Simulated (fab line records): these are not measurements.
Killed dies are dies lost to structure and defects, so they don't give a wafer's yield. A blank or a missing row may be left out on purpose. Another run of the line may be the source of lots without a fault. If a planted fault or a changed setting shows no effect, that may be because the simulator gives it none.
fab line records    flow n5Finfet    part 2 of 2: steps 5 to 6 of 6
record lots=22  wafers=66  lastDay=17
route steps=1938 shown BEOL_M4@1098 BEOL_M5@1135
lots that met no fault: taken from a fault-free run of the same line
startH: hours from the record's first day to the start of the lot's first wafer shown    waitH: hours from the lot's prior step to this one    " unchanged from the row above    L1.1+2: several wafers, shown together as one row    - no value, or no start given    * or withheld: withheld    < > ~ a bound
route shown NAME@n: names a module that has steps shown in the file, with the first one's number in the route    usual: average and standard deviation across the fault-free wafers    same: alike in all rows    chamber/n: place in a boat    sites: per-site readings    _std_site: their standard deviation    _edge_site: the outer-site mean with the inner-site mean subtracted    radiusMm: how far each site lies from the wafer's centre    mask NAME#n: copy n    behind: the last tool/chamber to shape the wafer    hold: what put the lot on hold/how long, in hours/how the hold closed    device: the transistor (n, p or np) that didn't switch    end of line: the tests these same wafers got at the end of their route    step lacking rows: just its recipe    killed: not the wafer's yield, but the dies lost to structure and defects at the first sort    map: shows each die of a wafer: x if killed, . if not, _ if none is there
set.NAME: the run value of the setting; set.NAME@STEP: its run value at that earlier step    model.NAME: the simulator's own value behind a step, which no gauge read
a sample of lots followed through the steps of the route, with each step as a table and each wafer as a row
services: the hour from which a tool's chamber was out of use, counted from the record's first day as startH (under 0 if before that day), plus the number of hours and why
## steps
# step N5_BEOL_M5_ETCH_41
# recipe chemistry=CH3F/O2  target=SiCN  targetDepthA=315  taperDeg=2  timeS=56.7  ionEnergyEv=120  maskMaterial=TiN  pressureMtorr=30  sourceW=395  biasW=75  Ar_flow_sccm=150  CH3F_flow_sccm=30  O2_flow_sccm=20
# usual CH3F_flow_sccm=30.01/0.097  drypumpMotorCurrentA=5.6/0.36  mfcArSccm=149.9/0.42  oesProductAu=0.83/0.077  rfVppV=297.8/1.2  showerheadPlenumPTorr=2.03/0.043  throttleValvePct=16.16/0.2
lot.wafer  tool        chamber  startH  waitH  CH3F_flow_sccm  drypumpMotorCurrentA  mfcArSccm  oesProductAu  rfHoursCounterH  rfVppV  showerheadPlenumPTorr  throttleValvePct
L074.3     rieDiel-01  1        -       -      30.18           5.7                   149.2      0.84          57               299.5   2.11                   16.23
L074.4     "           3        "       "      29.93           6.2                   150.3      0.95          1                297.5   1.98                   15.96
L074.5     "           3        "       "      30.04           6.2                   150.4      0.96          -                296.4   1.98                   15.95
L075.1     rieDiel-01  2        -       -      29.97           5.8                   148.7      0.89          38               296.1   1.97                   16.43
L075.2     "           0        "       "      29.98           5.6                   148.9      0.68          238              298.1   1.97                   16.49
L075.3     "           1        "       "      30.04           5.7                   149.8      0.85          58               299.6   2.11                   16.20
L076.2     rieDiel-01  2        -       -      29.89           5.8                   150.1      0.88          42               296.4   1.96                   16.44
L076.3     "           0        "       "      29.98           5.6                   150.9      0.68          242              296.0   1.97                   16.50
L076.6     "           3        "       "      30.08           6.2                   149.5      0.93          -                295.2   1.98                   15.97
L077.1     rieDiel-04  3        -       -      29.96           6.1                   149.5      0.83          115              296.9   2.03                   16.02
L077.3     "           0        "       "      30.04           5.4                   150.1      0.75          172              299.0   2.07                   16.36
L077.6     "           3        "       "      29.97           6.1                   149.6      0.82          -                297.2   2.03                   16.00
L078.1     rieDiel-05  3        -       -      29.75           5.8                   149.4      0.91          6                298.9   2.07                   15.82
L078.5     "           3        "       "      29.91           5.8                   149.3      0.90          -                296.7   2.07                   15.80
L078.6     "           0        "       "      30.02           5.0                   150.2      0.72          -                296.7   2.08                   16.32
L079.3     rieDiel-05  0        -       -      30.02           5.0                   149.9      0.71          217              299.9   2.08                   16.32
L079.4     "           1        "       "      30.06           5.6                   149.4      0.85          47               299.5   2.05                   16.22
L079.5     "           2        "       "      30.01           5.7                   150.0      0.92          -                299.0   2.03                   15.97
L080.2     rieDiel-05  0        -       -      30.12           5.0                   150.4      0.71          218              298.8   2.08                   16.32
L080.4     "           1        "       "      30.06           5.6                   150.0      0.85          48               297.8   2.05                   16.23
L080.6     "           2        "       "      29.83           5.7                   150.1      0.90          -                297.6   2.03                   15.95
L081.2     rieDiel-05  1        -       -      29.98           5.6                   150.1      0.84          56               297.5   2.05                   16.25
L081.3     "           3        "       "      30.11           5.8                   150.6      0.87          15               298.5   2.07                   15.82
L081.4     "           2        "       "      30.12           5.6                   150.3      0.88          35               298.2   2.03                   15.97
L082.2     rieDiel-05  2        -       -      30.04           5.7                   150.6      0.89          37               298.9   2.02                   15.98
L082.3     "           3        "       "      29.99           5.8                   149.0      0.87          17               298.7   2.07                   15.82
L082.6     "           1        "       "      29.95           5.6                   149.6      0.84          -                296.4   2.05                   16.24
L083.1     rieDiel-04  2        -       -      30.02           6.0                   150.9      0.94          15               298.9   2.03                   16.28
L083.4     "           1        "       "      29.92           5.0                   150.3      0.73          183              298.7   2.05                   16.03
L083.5     "           0        "       "      30.09           5.4                   149.5      0.73          -                298.2   2.07                   16.38
L084.1     rieDiel-04  2        -       -      29.91           6.0                   150.2      0.93          16               299.9   2.03                   16.26
L084.3     "           3        "       "      30.02           6.1                   149.6      0.80          127              296.8   2.03                   16.02
L084.6     "           3        "       "      29.89           6.1                   150.0      0.81          -                297.5   2.03                   16.05
L086.1     rieDiel-04  3        -       -      30.00           6.1                   150.6      0.80          132              297.0   2.03                   16.05
L086.3     "           0        "       "      29.87           5.4                   149.9      0.72          195              299.0   2.06                   16.40
L086.4     "           2        "       "      30.09           6.0                   149.7      0.93          21               297.9   2.03                   16.28
L088.1     rieDiel-04  3        -       -      29.99           6.1                   150.0      0.80          132              297.5   2.03                   16.04
L088.4     "           2        "       "      30.06           6.0                   150.3      0.92          21               298.3   2.03                   16.28
L088.5     "           1        "       "      30.05           5.0                   150.2      0.73          -                299.3   2.04                   16.06
L089.2     rieDiel-01  2        -       -      29.95           5.8                   150.4      0.86          59               295.5   1.96                   16.47
L089.5     "           0        "       "      30.03           5.6                   149.6      0.93          -                296.3   1.97                   16.05
L089.6     "           1        "       "      30.15           5.7                   149.7      0.82          -                299.1   2.10                   16.28
L090.2     rieDiel-04  2        -       -      29.97           6.0                   149.8      0.91          29               297.7   2.03                   16.30
L090.3     "           0        "       "      30.04           5.4                   150.0      0.71          204              298.3   2.06                   16.41
L090.5     "           2        "       "      29.98           6.0                   150.0      0.91          -                296.8   2.03                   16.30
L091.1     rieDiel-01  1        -       -      29.99           5.7                   150.5      0.80          88               298.5   2.10                   16.28
L091.3     "           0        "       "      30.08           5.6                   149.6      0.92          9                296.9   1.96                   16.06
L091.5     "           3        "       "      29.90           6.2                   150.0      0.88          -                294.9   1.97                   16.02
L092.2     rieDiel-01  1        -       -      30.04           5.7                   150.3      0.80          90               298.7   2.10                   16.29
L092.4     "           3        "       "      29.94           6.2                   149.6      0.88          -                296.3   1.97                   16.03
L092.5     "           0        "       "      30.17           5.6                   150.0      0.91          -                296.9   1.96                   16.04
L093.3     rieDiel-05  2        -       -      29.98           5.7                   149.6      0.86          52               298.1   2.02                   15.99
L093.5     "           3        "       "      30.09           5.8                   150.3      0.84          -                298.6   2.06                   15.86
L093.6     "           2        "       "      30.04           5.6                   150.0      0.86          -                299.7   2.02                   16.01
L094.2     rieDiel-01  3        -       -      29.95           6.2                   150.1      0.87          37               296.6   1.97                   16.03
L094.4     "           1        "       "      30.00           5.7                   150.0      0.80          93               298.9   2.10                   16.30
L094.6     "           2        "       "      30.08           5.8                   149.9      0.85          -                296.2   1.96                   16.47
L095.1     rieDiel-01  2        -       -      30.00           5.8                   149.9      0.84          71               297.5   1.95                   16.50
L095.2     "           0        "       "      30.22           5.6                   149.1      0.90          16               297.0   1.96                   16.07
L095.4     "           2        "       "      29.83           5.8                   149.7      0.84          -                295.1   1.95                   16.48
L096.1     rieDiel-04  2        -       -      29.94           6.0                   150.2      0.87          40               296.7   2.02                   16.32
L096.5     "           2        "       "      29.83           6.0                   150.5      0.88          -                298.6   2.02                   16.32
L096.6     "           1        "       "      29.99           5.0                   150.4      0.72          -                298.9   2.04                   16.09
L097.2     rieDiel-05  3        -       -      30.05           5.8                   149.6      0.83          36               296.5   2.06                   15.86
L097.5     "           3        "       "      29.99           5.8                   149.7      0.83          -                298.5   2.06                   15.86
L097.6     "           2        "       "      30.10           5.7                   150.2      0.86          -                299.0   2.02                   16.02
# step N5_BEOL_M5_STRIP_91
# recipe chemistry=N2/H2  timeS=10  powerW=450  tempC=40  pressureMtorr=20  rfFrequencyHz=6e+07  biasPowerW=7  n2FlowSccm=200  h2FlowSccm=200
# usual drypumpMotorCurrentA=5.7/0.37  oesProductAu=0.83/0.078  rfVppV=59.3/0.87  showerheadPlenumPTorr=2.57/0.064  throttleValvePct=23.4/0.37
lot.wafer  tool        chamber  startH  waitH  drypumpMotorCurrentA  oesProductAu  rfHoursCounterH  rfVppV  showerheadPlenumPTorr  throttleValvePct
L074.3     rieDiel-01  1        -       -      5.7                   0.85          57               59.3    2.69                   23.9
L074.4     "           3        "       "      6.2                   0.95          1                57.9    2.51                   23.4
L074.5     "           3        "       "      6.2                   0.96          -                58.8    2.51                   23.4
L075.1     rieDiel-01  2        -       -      5.8                   0.89          38               58.2    2.47                   23.6
L075.2     "           0        "       "      5.6                   0.68          238              57.6    2.48                   23.3
L075.3     "           1        "       "      5.7                   0.86          58               60.0    2.69                   23.9
L076.2     rieDiel-01  2        -       -      5.8                   0.87          42               58.9    2.47                   23.7
L076.3     "           0        "       "      5.6                   0.68          242              59.2    2.48                   23.3
L076.6     "           3        "       "      6.2                   0.92          -                58.1    2.51                   23.5
L077.1     rieDiel-04  3        -       -      6.1                   0.82          115              59.1    2.53                   22.7
L077.3     "           0        "       "      5.4                   0.75          172              58.3    2.62                   23.3
L077.6     "           3        "       "      6.1                   0.82          -                59.3    2.53                   22.7
L078.1     rieDiel-05  3        -       -      5.8                   0.90          6                59.5    2.58                   22.7
L078.5     "           3        "       "      5.8                   0.90          -                60.4    2.58                   22.7
L078.6     "           0        "       "      5.0                   0.70          -                58.7    2.62                   23.6
L079.3     rieDiel-05  0        -       -      5.0                   0.69          218              58.9    2.62                   23.6
L079.4     "           1        "       "      5.6                   0.86          47               60.0    2.58                   23.6
L079.5     "           2        "       "      5.7                   0.91          -                60.0    2.58                   23.2
L080.2     rieDiel-05  0        -       -      5.0                   0.70          218              58.8    2.62                   23.6
L080.4     "           1        "       "      5.6                   0.87          48               59.9    2.58                   23.6
L080.6     "           2        "       "      5.7                   0.91          -                58.9    2.58                   23.2
L081.2     rieDiel-05  1        -       -      5.6                   0.85          56               58.5    2.58                   23.6
L081.3     "           3        "       "      5.8                   0.88          15               59.6    2.57                   22.7
L081.4     "           2        "       "      5.7                   0.89          35               59.8    2.57                   23.2
L082.2     rieDiel-05  2        -       -      5.7                   0.89          37               58.7    2.57                   23.2
L082.3     "           3        "       "      5.8                   0.88          17               60.3    2.57                   22.7
L082.6     "           1        "       "      5.6                   0.85          -                57.7    2.58                   23.6
L083.1     rieDiel-04  2        -       -      6.0                   0.94          15               58.7    2.58                   23.5
L083.4     "           1        "       "      5.0                   0.74          183              60.5    2.65                   23.5
L083.5     "           0        "       "      5.4                   0.74          -                59.8    2.62                   23.4
L084.1     rieDiel-04  2        -       -      6.0                   0.95          16               59.4    2.58                   23.5
L084.3     "           3        "       "      6.1                   0.82          127              58.9    2.52                   22.8
L084.6     "           3        "       "      6.1                   0.81          -                57.9    2.52                   22.8
L086.1     rieDiel-04  3        -       -      6.1                   0.80          132              59.6    2.52                   22.8
L086.3     "           0        "       "      5.4                   0.73          195              58.0    2.62                   23.4
L086.4     "           2        "       "      6.0                   0.93          21               58.1    2.58                   23.5
L088.1     rieDiel-04  3        -       -      6.1                   0.80          132              57.7    2.52                   22.8
L088.4     "           2        "       "      6.0                   0.93          21               58.7    2.58                   23.5
L088.5     "           1        "       "      5.0                   0.73          -                59.7    2.65                   23.5
L089.2     rieDiel-01  2        -       -      5.8                   0.85          59               59.4    2.47                   23.7
L089.5     "           0        "       "      5.6                   0.93          -                59.0    2.48                   22.9
L089.6     "           1        "       "      5.7                   0.82          -                60.5    2.68                   23.9
L090.2     rieDiel-04  2        -       -      6.0                   0.91          29               59.2    2.57                   23.5
L090.3     "           0        "       "      5.4                   0.73          204              60.8    2.61                   23.4
L090.5     "           2        "       "      6.0                   0.91          -                60.2    2.57                   23.5
L091.1     rieDiel-01  1        -       -      5.7                   0.83          88               59.6    2.68                   23.9
L091.3     "           0        "       "      5.7                   0.92          9                59.6    2.47                   22.9
L091.5     "           3        "       "      6.2                   0.88          -                58.9    2.50                   23.5
L092.2     rieDiel-01  1        -       -      5.7                   0.81          90               60.3    2.68                   23.9
L092.4     "           3        "       "      6.3                   0.88          -                58.1    2.50                   23.5
L092.5     "           0        "       "      5.6                   0.92          -                59.4    2.47                   22.9
L093.3     rieDiel-05  2        -       -      5.7                   0.88          52               60.6    2.57                   23.2
L093.5     "           3        "       "      5.8                   0.85          -                59.7    2.57                   22.7
L093.6     "           2        "       "      5.7                   0.88          -                58.8    2.57                   23.2
L094.2     rieDiel-01  3        -       -      6.2                   0.87          37               57.9    2.49                   23.5
L094.4     "           1        "       "      5.7                   0.83          93               59.2    2.67                   23.9
L094.6     "           2        "       "      5.8                   0.83          -                60.0    2.46                   23.7
L095.1     rieDiel-01  2        -       -      5.8                   0.84          71               58.6    2.46                   23.7
L095.2     "           0        "       "      5.7                   0.88          16               59.9    2.47                   22.9
L095.4     "           2        "       "      5.8                   0.83          -                58.8    2.46                   23.7
L096.1     rieDiel-04  2        -       -      6.0                   0.89          40               59.1    2.57                   23.5
L096.5     "           2        "       "      6.0                   0.89          -                59.0    2.57                   23.6
L096.6     "           1        "       "      5.0                   0.72          -                59.4    2.64                   23.5
L097.2     rieDiel-05  3        -       -      5.8                   0.84          36               58.3    2.57                   22.7
L097.5     "           3        "       "      5.8                   0.84          -                59.8    2.57                   22.7
L097.6     "           2        "       "      5.7                   0.86          -                58.8    2.56                   23.2
## services
tool        chamber  startH  hours  kind
rieDiel-04  2        137.67  9.0    repair
rieDiel-01  3        146.17  -      clean
rieDiel-01  3        146.17  -      consumableReplace:focusRing
rieDiel-01  3        146.17  16.4   scheduledDown
rieDiel-01  3        146.17  16.4   ventCycle
rieDiel-05  3        154.00  3.5    repair
rieDiel-04  -        156.29  1.1    repair
rieDiel-05  3        157.53  -      clean
rieDiel-05  3        157.53  -      consumableReplace:focusRing
rieDiel-05  3        157.53  14.8   scheduledDown
rieDiel-05  3        157.53  14.8   ventCycle
rieDiel-04  2        166.11  -      clean
rieDiel-04  1        173.36  6.0    repair
rieDiel-05  -        200.69  1.2    repair
rieDiel-04  3        204.29  12.3   repair
rieDiel-01  -        205.20  14.6   pm
rieDiel-01  0        229.39  -      clean
rieDiel-01  0        229.39  -      consumableReplace:focusRing
rieDiel-01  0        229.39  20.3   scheduledDown
rieDiel-01  0        229.39  20.3   ventCycle
rieDiel-05  0        231.27  1.3    repair
rieDiel-01  2        241.99  4.6    repair
rieDiel-01  2        279.08  5.3    repair
rieDiel-05  0        301.90  5.6    repair
